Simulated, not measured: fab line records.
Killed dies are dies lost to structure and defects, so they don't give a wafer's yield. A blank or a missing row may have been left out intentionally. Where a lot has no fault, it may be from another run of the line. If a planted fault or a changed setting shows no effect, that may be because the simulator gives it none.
fab line records	flow n5Finfet
[record] lots = 24	wafers = 72	lastDay = 18
route steps=1938 shown BEOL_M4@1081 BEOL_M5@1113
lots that met no fault: taken from a fault-free run of the same line
startH: start of the lot's first displayed wafer, in hours after the record's first day	waitH: hours since the lot's step before	" identical to the entry in the row above	L1.1+2: several wafers, shown together as one row	- value missing, or start not given	* or withheld: withheld	< > ~ a bound
route shown NAME@n: NAME is a module with steps in the file, n the number in the route of the first one	usual: mean and standard deviation over wafers with no fault	same: alike in all rows	chamber/n: place in a boat	sites: each site's reading	_std_site: the standard deviation of these	_edge_site: mean of outer sites minus mean of inner sites	radiusMm: for every site, how far away it sits from the centre of the wafer	mask NAME#n: copy n	behind: the tool/chamber that last shaped the wafer	hold: why the lot went on hold/how many hours it stayed there/how the hold came to an end	device: the transistor (n, p or np) that didn't switch	end of line: at the end of the route, the tests of the same wafers	a step without rows: its recipe alone	killed: dies that structure and defects cost at the first sort, which is not the same as the wafer's yield	map: dies across one wafer; x = killed, . = not, _ = none there
set.NAME: the run value of the setting; set.NAME@STEP: its run value at that earlier step	model.NAME: the simulator's own value behind a step, which no gauge read
route steps across a sampled set of lots; one table per step, one row per wafer
services: from which hour (startH, from the record's first day; less than 0 if before it) a tool's chamber was out of use, for how many hours, and why
[[steps]]
[step N5_BEOL_M4_ALD_84]
[recipe] material = TaN	targetThkA = *	tempC = 275	aldPrecursorFamily = PDMAT	aldCoReactant = NH3	pressureTorr = 3	carrierFlowSccm = 1500	pulseTimeS = 2	purgeTimeS = 3	coReactantPurgeTimeS = 2	coReactantPulseTimeS = 3	aldCycles = 30	precursorVesselTempC = 75	precursorVesselPressureTorr = 26.25	precursorVesselCarrierSccm = 1000
[usual] heaterPowerW = 411/40
[same] purgeTimeS = 3
lot.wafer	tool	chamber	startH	waitH	heaterPowerW
L075.1	aldMetal-03	0	164.12	0.1	380
L075.5	"	1	"	"	390
L075.6	"	0	"	"	364
L074.2	aldMetal-04	2	167.44	0.0	417
L074.5	"	1	"	"	368
L074.6	"	2	"	"	406
L076.1	aldMetal-02	1	172.78	0.0	421
L076.4	"	3	"	"	355
L076.5	"	2	"	"	439
L077.1	aldMetal-04	2	180.17	0.3	425
L077.2	"	3	"	"	355
L077.5	"	3	"	"	354
L078.1	aldMetal-04	1	190.63	0.0	386
L078.2	"	0	"	"	491
L078.4	"	2	"	"	431
L079.2	aldMetal-03	3	190.71	0.0	443
L079.4	"	2	"	"	441
L079.5	"	2	"	"	446
L080.4	aldMetal-02	2	219.39	0.1	445
L080.5	"	3	"	"	358
L080.6	"	1	"	"	421
L081.2	aldMetal-04	0	219.76	0.0	495
L081.4	"	1	"	"	372
L081.5	"	0	"	"	485
L082.1	aldMetal-02	1	221.78	0.0	426
L082.4	"	2	"	"	431
L082.5	"	3	"	"	355
L084.2	aldMetal-03	1	226.12	0.0	399
L084.3	"	3	"	"	456
L084.4	"	0	"	"	373
L085.1	aldMetal-02	2	232.19	0.1	446
L085.2	"	1	"	"	411
L085.4	"	2	"	"	442
L083.2	aldMetal-02	2	236.75	0.2	438
L083.5	"	3	"	"	350
L083.6	"	1	"	"	423
L086.2	aldMetal-03	1	243.62	0.0	407
L086.3	"	2	"	"	431
L086.6	"	2	"	"	421
L087.1	aldMetal-03	3	249.48	0.1	445
L087.3	"	2	"	"	437
L087.4	"	0	"	"	370
L088.3	aldMetal-02	2	249.60	0.1	449
L088.4	"	1	"	"	422
L088.6	"	2	"	"	444
L089.1	aldMetal-02	2	254.39	0.0	441
L089.2	"	3	"	"	360
L089.3	"	1	"	"	411
L090.1	aldMetal-02	1	258.06	0.0	417
L090.2	"	3	"	"	360
L090.5	"	1	"	"	411
L091.2	aldMetal-03	2	258.24	0.2	430
L091.4	"	3	"	"	448
L091.6	"	2	"	"	441
L092.2	aldMetal-04	0	278.62	0.0	490
L092.3	"	2	"	"	418
L092.6	"	0	"	"	499
L093.1	aldMetal-02	2	278.83	0.0	447
L093.2	"	1	"	"	411
L093.5	"	3	"	"	359
L094.1	aldMetal-03	2	281.74	0.0	441
L094.4	"	0	"	"	372
L094.6	"	3	"	"	447
L095.2	aldMetal-02	1	304.08	0.1	413
L095.4	"	1	"	"	410
L095.5	"	2	"	"	434
L096.1	aldMetal-04	0	311.93	0.1	487
L096.4	"	2	"	"	415
L096.5	"	3	"	"	352
L097.3	aldMetal-02	1	312.43	0.0	412
L097.4	"	2	"	"	455
L097.5	"	1	"	"	421
[step N5_BEOL_M4_ANNEAL_93]
[recipe] tempC = 400	timeS = 240	ambient = vacuum
[usual] heaterPowerW = 798/61
lot.wafer	tool	chamber	startH	waitH	heaterPowerW
L075.1	pvdSputter-02	-	166.12	0.0	814
L075.5	"	-	"	"	812
L075.6	"	-	"	"	785
L074.2	pvdSputter-03	-	169.42	0.0	884
L074.5	"	-	"	"	825
L074.6	"	-	"	"	803
L076.1	pvdSputter-01	-	174.75	0.0	755
L076.4	"	-	"	"	726
L076.5	"	-	"	"	679
L077.1	pvdSputter-02	-	182.13	0.0	806
L077.2	"	-	"	"	833
L077.5	"	-	"	"	824
L078.1	pvdSputter-01	-	192.61	0.0	692
L078.2	"	-	"	"	767
L078.4	"	-	"	"	849
L079.2	pvdSputter-02	-	192.83	0.0	876
L079.4	"	-	"	"	840
L079.5	"	-	"	"	857
L080.4	pvdSputter-02	-	221.22	0.0	773
L080.5	"	-	"	"	793
L080.6	"	-	"	"	819
L081.2	pvdSputter-03	-	221.96	0.0	823
L081.4	"	-	"	"	852
L081.5	"	-	"	"	850
L082.1	pvdSputter-01	-	223.74	0.0	860
L082.4	"	-	"	"	744
L082.5	"	-	"	"	671
L084.2	pvdSputter-01	-	228.05	0.0	684
L084.3	"	-	"	"	753
L084.4	"	-	"	"	742
L085.1	pvdSputter-03	-	234.41	0.0	807
L085.2	"	-	"	"	852
L085.4	"	-	"	"	832
L083.2	pvdSputter-01	-	238.74	0.0	731
L083.5	"	-	"	"	747
L083.6	"	-	"	"	681
L086.2	pvdSputter-03	-	245.60	0.0	813
L086.3	"	-	"	"	881
L086.6	"	-	"	"	823
L087.1	pvdSputter-01	-	251.42	0.0	861
L087.3	"	-	"	"	681
L087.4	"	-	"	"	748
L088.3	pvdSputter-03	-	253.04	0.0	810
L088.4	"	-	"	"	875
L088.6	"	-	"	"	797
L089.1	pvdSputter-02	-	256.51	0.0	854
L089.2	"	-	"	"	794
L089.3	"	-	"	"	823
L090.1	pvdSputter-02	-	260.13	0.0	814
L090.2	"	-	"	"	839
L090.5	"	-	"	"	787
L091.2	pvdSputter-01	-	260.40	0.0	688
L091.4	"	-	"	"	755
L091.6	"	-	"	"	835
L092.2	pvdSputter-03	-	280.48	0.0	837
L092.3	"	-	"	"	801
L092.6	"	-	"	"	820
L093.1	pvdSputter-01	-	280.90	0.0	683
L093.2	"	-	"	"	841
L093.5	"	-	"	"	671
L094.1	pvdSputter-03	-	283.65	0.0	877
L094.4	"	-	"	"	809
L094.6	"	-	"	"	796
L095.2	pvdSputter-01	-	306.03	0.0	745
L095.4	"	-	"	"	663
L095.5	"	-	"	"	769
L096.1	pvdSputter-01	-	313.98	0.0	747
L096.4	"	-	"	"	755
L096.5	"	-	"	"	680
L097.3	pvdSputter-02	-	314.53	0.0	787
L097.4	"	-	"	"	797
L097.5	"	-	"	"	798
[step N5_BEOL_M4_SPUTTER_94]
[recipe] material = Cu	targetThkA = 45	tempC = -20	chamberPressurePa = 0.07	powerW = withheld	timeS = 8.29
[usual] chuckGasFlowSccm = 1.26/0.053	throttleValvePct = 30.0/0.87
lot.wafer	tool	chamber	startH	waitH	chuckGasFlowSccm	throttleValvePct
L075.1	pvdSputter-02	-	166.26	0.1	1.26	29.4
L075.5	"	-	"	"	1.27	30.9
L075.6	"	-	"	"	1.26	29.6
L074.2	pvdSputter-03	-	169.56	0.1	1.23	29.6
L074.5	"	-	"	"	1.24	29.8
L074.6	"	-	"	"	1.17	29.5
L076.1	pvdSputter-01	-	174.89	0.1	1.28	30.3
L076.4	"	-	"	"	1.35	28.2
L076.5	"	-	"	"	1.21	29.7
L077.1	pvdSputter-02	-	182.27	0.1	1.28	29.8
L077.2	"	-	"	"	1.29	30.6
L077.5	"	-	"	"	1.32	31.6
L078.1	pvdSputter-01	-	192.75	0.1	1.30	30.1
L078.2	"	-	"	"	1.33	30.0
L078.4	"	-	"	"	1.25	31.0
L079.2	pvdSputter-02	-	192.97	0.1	1.37	29.8
L079.4	"	-	"	"	1.34	30.7
L079.5	"	-	"	"	1.32	29.7
L080.4	pvdSputter-02	-	221.36	0.1	1.33	29.8
L080.5	"	-	"	"	1.24	31.7
L080.6	"	-	"	"	1.24	30.8
L081.2	pvdSputter-03	-	222.10	0.1	1.32	30.1
L081.4	"	-	"	"	1.22	29.9
L081.5	"	-	"	"	1.33	29.8
L082.1	pvdSputter-01	-	223.88	0.1	1.24	30.9
L082.4	"	-	"	"	1.27	28.3
L082.5	"	-	"	"	1.24	29.8
L084.2	pvdSputter-01	-	228.19	0.1	1.27	30.1
L084.3	"	-	"	"	1.28	29.8
L084.4	"	-	"	"	1.21	27.8
L085.1	pvdSputter-03	-	234.55	0.1	1.27	29.4
L085.2	"	-	"	"	1.29	29.7
L085.4	"	-	"	"	1.24	30.4
L083.2	pvdSputter-01	-	238.88	0.1	1.22	28.0
L083.5	"	-	"	"	1.24	30.1
L083.6	"	-	"	"	1.29	30.0
L086.2	pvdSputter-03	-	245.74	0.1	1.32	30.3
L086.3	"	-	"	"	1.21	30.0
L086.6	"	-	"	"	1.29	30.1
L087.1	pvdSputter-01	-	251.56	0.1	1.28	31.0
L087.3	"	-	"	"	1.35	30.0
L087.4	"	-	"	"	1.29	28.1
L088.3	pvdSputter-03	-	253.18	0.1	1.33	29.4
L088.4	"	-	"	"	1.24	29.7
L088.6	"	-	"	"	1.26	30.1
L089.1	pvdSputter-02	-	256.65	0.1	1.21	29.7
L089.2	"	-	"	"	1.25	29.4
L089.3	"	-	"	"	1.28	30.7
L090.1	pvdSputter-02	-	260.27	0.1	1.19	32.0
L090.2	"	-	"	"	1.24	30.6
L090.5	"	-	"	"	1.26	29.8
L091.2	pvdSputter-01	-	260.54	0.1	1.24	30.2
L091.4	"	-	"	"	1.24	28.1
L091.6	"	-	"	"	1.27	30.9
L092.2	pvdSputter-03	-	280.62	0.1	1.30	29.7
L092.3	"	-	"	"	1.36	29.7
L092.6	"	-	"	"	1.19	29.4
L093.1	pvdSputter-01	-	281.04	0.1	1.32	30.2
L093.2	"	-	"	"	1.29	31.0
L093.5	"	-	"	"	1.17	30.1
L094.1	pvdSputter-03	-	283.79	0.1	1.38	29.9
L094.4	"	-	"	"	1.29	30.2
L094.6	"	-	"	"	1.32	30.5
L095.2	pvdSputter-01	-	306.17	0.1	1.23	29.8
L095.4	"	-	"	"	1.32	30.0
L095.5	"	-	"	"	1.26	30.1
L096.1	pvdSputter-01	-	314.12	0.1	1.19	28.2
L096.4	"	-	"	"	1.31	30.2
L096.5	"	-	"	"	1.31	30.0
L097.3	pvdSputter-02	-	314.67	0.1	1.20	31.6
L097.4	"	-	"	"	1.28	29.6
L097.5	"	-	"	"	1.23	31.8
[step N5_BEOL_M4_CO_CAP_55]
[recipe] material = Co	targetThkA = 20	tempC = 200	precursor = CCTBA/H2	pressureTorr = 30	timeS = 102.1
[usual] heaterPowerW = 228/17
lot.wafer	tool	chamber	startH	waitH	heaterPowerW
L075.1	cvdCo-01	0	167.34	0.0	257
L075.5	"	2	"	"	218
L075.6	"	0	"	"	263
L074.2	cvdCo-01	1	170.76	0.0	205
L074.5	"	0	"	"	259
L074.6	"	1	"	"	197
L076.1	cvdCo-02	1	175.97	0.0	225
L076.4	"	1	"	"	228
L076.5	"	2	"	"	214
L077.1	cvdCo-01	1	183.69	0.0	201
L077.2	"	2	"	"	223
L077.5	"	0	"	"	258
L078.1	cvdCo-02	0	193.83	0.0	245
L078.2	"	1	"	"	225
L078.4	"	0	"	"	239
L079.2	cvdCo-01	1	194.32	0.0	201
L079.4	"	0	"	"	258
L079.5	"	2	"	"	223
L080.4	cvdCo-02	2	223.58	0.0	220
L080.5	"	1	"	"	230
L080.6	"	0	"	"	242
L081.2	cvdCo-01	1	224.06	0.0	209
L081.4	"	0	"	"	252
L081.5	"	2	"	"	227
L082.1	cvdCo-01	2	224.98	0.0	226
L082.4	"	1	"	"	201
L082.5	"	2	"	"	225
L084.2	cvdCo-02	2	229.48	0.0	215
L084.3	"	0	"	"	242
L084.4	"	2	"	"	213
L085.1	cvdCo-01	2	235.78	0.0	228
L085.2	"	1	"	"	201
L085.4	"	1	"	"	204
L083.2	cvdCo-01	2	240.16	0.0	229
L083.5	"	2	"	"	231
L083.6	"	0	"	"	256
L086.2	cvdCo-02	1	246.83	0.0	222
L086.3	"	2	"	"	214
L086.6	"	1	"	"	226
L087.1	cvdCo-02	0	253.24	0.0	241
L087.3	"	2	"	"	219
L087.4	"	0	"	"	238
L088.3	cvdCo-02	1	254.26	0.0	225
L088.4	"	0	"	"	244
L088.6	"	2	"	"	215
L089.1	cvdCo-01	2	258.10	0.0	225
L089.2	"	1	"	"	199
L089.3	"	0	"	"	254
L090.1	cvdCo-02	1	264.58	0.0	222
L090.2	"	0	"	"	241
L090.5	"	0	"	"	242
L091.2	cvdCo-02	2	264.86	0.0	211
L091.4	"	1	"	"	220
L091.6	"	2	"	"	218
L092.2	cvdCo-02	2	281.70	0.0	220
L092.3	"	1	"	"	228
L092.6	"	2	"	"	217
L093.1	cvdCo-02	1	282.48	0.0	226
L093.2	"	2	"	"	211
L093.5	"	1	"	"	224
L094.1	cvdCo-02	1	284.89	0.0	229
L094.4	"	1	"	"	227
L094.6	"	0	"	"	243
L095.2	cvdCo-02	1	307.69	0.0	227
L095.4	"	0	"	"	241
L095.5	"	1	"	"	232
L096.1	cvdCo-01	1	315.21	0.0	203
L096.4	"	2	"	"	224
L096.5	"	0	"	"	253
L097.3	cvdCo-01	0	315.75	0.0	252
L097.4	"	0	"	"	262
L097.5	"	2	"	"	222
[step N5_BEOL_M5_CURE_79]
[recipe] tempC = 385	timeS = 240	ambient = He/Ar	material = SiCOH_lowk
[usual] lampPowerPct = 52.30/0.056	wafer_temp_C_max = 386.6/0.87
lot.wafer	tool	chamber	startH	waitH	lampPowerPct	wafer_temp_C_max
L075.1	uvCure-02	0	168.60	0.0	52.31	386.1
L075.5	"	0	"	"	52.28	386.5
L075.6	"	0	"	"	52.38	386.8
L074.2	uvCure-01	1	172.47	0.4	52.31	385.8
L074.5	"	1	"	"	52.25	386.1
L074.6	"	1	"	"	52.28	385.9
L076.1	uvCure-01	2	177.24	0.0	52.22	386.1
L076.4	"	2	"	"	52.29	386.0
L076.5	"	2	"	"	52.25	386.0
L077.1	uvCure-03	0	184.95	0.0	52.29	385.6
L077.2	"	0	"	"	52.27	386.7
L077.5	"	0	"	"	52.24	386.3
L078.1	uvCure-02	1	195.09	0.0	52.33	386.5
L078.2	"	1	"	"	52.31	386.3
L078.4	"	1	"	"	52.32	386.8
L079.2	uvCure-02	1	195.67	0.1	52.36	386.7
L079.4	"	1	"	"	52.32	387.0
L079.5	"	1	"	"	52.22	386.4
L080.4	uvCure-03	1	225.30	0.5	52.25	387.9
L080.5	"	1	"	"	52.29	387.6
L080.6	"	1	"	"	52.39	387.5
L081.2	uvCure-02	2	225.42	0.1	52.34	386.4
L081.4	"	2	"	"	52.31	386.1
L081.5	"	2	"	"	52.29	386.5
L082.1	uvCure-03	2	226.25	0.0	52.39	385.6
L082.4	"	2	"	"	52.38	385.8
L082.5	"	2	"	"	52.36	385.6
L084.2	uvCure-03	0	230.92	0.2	52.19	386.0
L084.3	"	0	"	"	52.28	386.0
L084.4	"	0	"	"	52.27	385.8
L085.1	uvCure-01	2	237.04	0.0	52.21	385.7
L085.2	"	2	"	"	52.25	386.2
L085.4	"	2	"	"	52.30	385.9
L083.2	uvCure-03	1	241.60	0.2	52.34	388.3
L083.5	"	1	"	"	52.31	388.6
L083.6	"	1	"	"	52.32	387.3
L086.2	uvCure-02	2	248.27	0.2	52.27	385.9
L086.3	"	2	"	"	52.33	386.3
L086.6	"	2	"	"	52.30	386.3
L087.1	uvCure-03	1	254.49	0.0	52.21	388.5
L087.3	"	1	"	"	52.34	388.4
L087.4	"	1	"	"	52.36	388.4
L088.3	uvCure-01	2	255.68	0.2	52.25	386.8
L088.4	"	2	"	"	52.36	385.9
L088.6	"	2	"	"	52.29	386.5
L089.1	uvCure-03	2	259.36	0.0	52.33	386.7
L089.2	"	2	"	"	52.34	385.6
L089.3	"	2	"	"	52.34	385.8
L090.1	uvCure-01	0	266.35	0.6	52.33	386.9
L090.2	"	0	"	"	52.32	388.1
L090.5	"	0	"	"	52.41	387.5
L091.2	uvCure-02	0	266.80	0.7	52.28	386.4
L091.4	"	0	"	"	52.27	386.7
L091.6	"	0	"	"	52.31	386.0
L092.2	uvCure-01	0	283.65	0.7	52.33	388.0
L092.3	"	0	"	"	52.27	387.7
L092.6	"	0	"	"	52.32	386.6
L093.1	uvCure-01	0	284.83	1.1	52.25	387.3
L093.2	"	0	"	"	52.31	387.6
L093.5	"	0	"	"	52.41	387.7
L094.1	uvCure-01	2	286.57	0.5	52.21	386.2
L094.4	"	2	"	"	52.26	386.1
L094.6	"	2	"	"	52.26	386.5
L095.2	uvCure-01	1	309.44	0.5	52.35	386.0
L095.4	"	1	"	"	52.30	385.9
L095.5	"	1	"	"	52.23	386.2
L096.1	uvCure-01	2	317.03	0.6	52.36	386.5
L096.4	"	2	"	"	52.24	385.6
L096.5	"	2	"	"	52.34	386.3
L097.3	uvCure-03	1	317.72	0.5	52.22	388.0
L097.4	"	1	"	"	52.29	388.1
L097.5	"	1	"	"	52.35	387.9
[step N5_BEOL_M5_HM_DEP_02]
[recipe] material = TiN	targetThkA = 200	tempC = 25	chamberPressurePa = 0.49996
[usual] throttleValvePct = 29.9/0.86
lot.wafer	tool	chamber	startH	waitH	throttleValvePct
L075.1	pvdSputter-01	-	170.15	1.0	31.0
L075.5	"	-	"	"	28.4
L075.6	"	-	"	"	31.0
L074.2	pvdSputter-01	-	173.01	0.1	28.2
L074.5	"	-	"	"	28.0
L074.6	"	-	"	"	30.1
L076.1	pvdSputter-02	-	179.19	1.4	31.8
L076.4	"	-	"	"	29.7
L076.5	"	-	"	"	29.6
L077.1	pvdSputter-01	-	186.17	0.2	30.0
L077.2	"	-	"	"	30.9
L077.5	"	-	"	"	28.1
L078.1	pvdSputter-03	-	195.79	0.1	29.7
L078.2	"	-	"	"	29.6
L078.4	"	-	"	"	30.2
L079.2	pvdSputter-01	-	196.35	0.2	27.9
L079.4	"	-	"	"	30.9
L079.5	"	-	"	"	31.0
L080.4	pvdSputter-01	-	226.10	0.2	29.8
L080.5	"	-	"	"	29.9
L080.6	"	-	"	"	30.1
L081.2	pvdSputter-03	-	226.10	0.2	29.2
L081.4	"	-	"	"	29.9
L081.5	"	-	"	"	30.2
L082.1	pvdSputter-01	-	228.75	1.5	29.8
L082.4	"	-	"	"	30.1
L082.5	"	-	"	"	30.0
L084.2	pvdSputter-03	-	232.31	0.5	30.2
L084.3	"	-	"	"	29.3
L084.4	"	-	"	"	29.6
L085.1	pvdSputter-01	-	239.32	1.7	28.0
L085.2	"	-	"	"	29.9
L085.4	"	-	"	"	30.0
L083.2	pvdSputter-03	-	243.31	0.8	29.8
L083.5	"	-	"	"	29.8
L083.6	"	-	"	"	30.2
L086.2	pvdSputter-01	-	249.48	0.3	29.8
L086.3	"	-	"	"	28.4
L086.6	"	-	"	"	29.8
L087.1	pvdSputter-02	-	257.59	2.0	31.0
L087.3	"	-	"	"	29.6
L087.4	"	-	"	"	31.9
L088.3	pvdSputter-01	-	257.73	1.6	29.8
L088.4	"	-	"	"	30.2
L088.6	"	-	"	"	28.2
L089.1	pvdSputter-03	-	260.81	0.4	29.9
L089.2	"	-	"	"	29.8
L089.3	"	-	"	"	29.4
L090.1	pvdSputter-01	-	266.96	0.0	29.9
L090.2	"	-	"	"	28.2
L090.5	"	-	"	"	31.0
L091.2	pvdSputter-03	-	267.45	0.2	29.4
L091.4	"	-	"	"	29.4
L091.6	"	-	"	"	29.3
L092.2	pvdSputter-02	-	284.40	0.3	29.7
L092.3	"	-	"	"	31.7
L092.6	"	-	"	"	30.9
L093.1	pvdSputter-01	-	286.74	1.3	31.2
L093.2	"	-	"	"	30.2
L093.5	"	-	"	"	29.9
L094.1	pvdSputter-02	-	287.32	0.2	31.7
L094.4	"	-	"	"	30.9
L094.6	"	-	"	"	30.8
L095.2	pvdSputter-03	-	310.57	0.6	30.3
L095.4	"	-	"	"	29.8
L095.5	"	-	"	"	30.0
L096.1	pvdSputter-01	-	318.62	1.0	29.8
L096.4	"	-	"	"	29.9
L096.5	"	-	"	"	30.0
L097.3	pvdSputter-03	-	320.67	2.2	29.7
L097.4	"	-	"	"	29.2
L097.5	"	-	"	"	30.1
[[services]]
tool	chamber	startH	hours	kind
pvdSputter-03	-	161.40	1.8	repair
uvCure-01	-	164.84	7.5	pm
pvdSputter-03	-	171.10	11.7	repair
aldMetal-04	3	184.34	3.5	repair
cvdCo-01	2	185.74	2.8	repair
pvdSputter-01	-	188.53	1.3	repair
aldMetal-03	1	191.45	4.2	repair
aldMetal-03	3	192.31	14.3	repair
aldMetal-03	-	200.03	2.8	pm
uvCure-02	-	224.26	1.0	pm
uvCure-02	-	230.13	7.5	pm
uvCure-03	-	238.18	2.1	pm
uvCure-03	-	246.12	0.6	repair
aldMetal-02	-	251.49	0.9	repair
uvCure-03	-	262.12	5.0	pm
uvCure-03	-	279.01	1.0	pm
aldMetal-02	1	282.94	-	calibration
aldMetal-04	1	289.39	30.3	repair
aldMetal-02	2	290.12	3.1	repair
pvdSputter-01	-	291.75	1.0	repair
cvdCo-02	-	316.44	0.3	repair
[[key]]
fault none
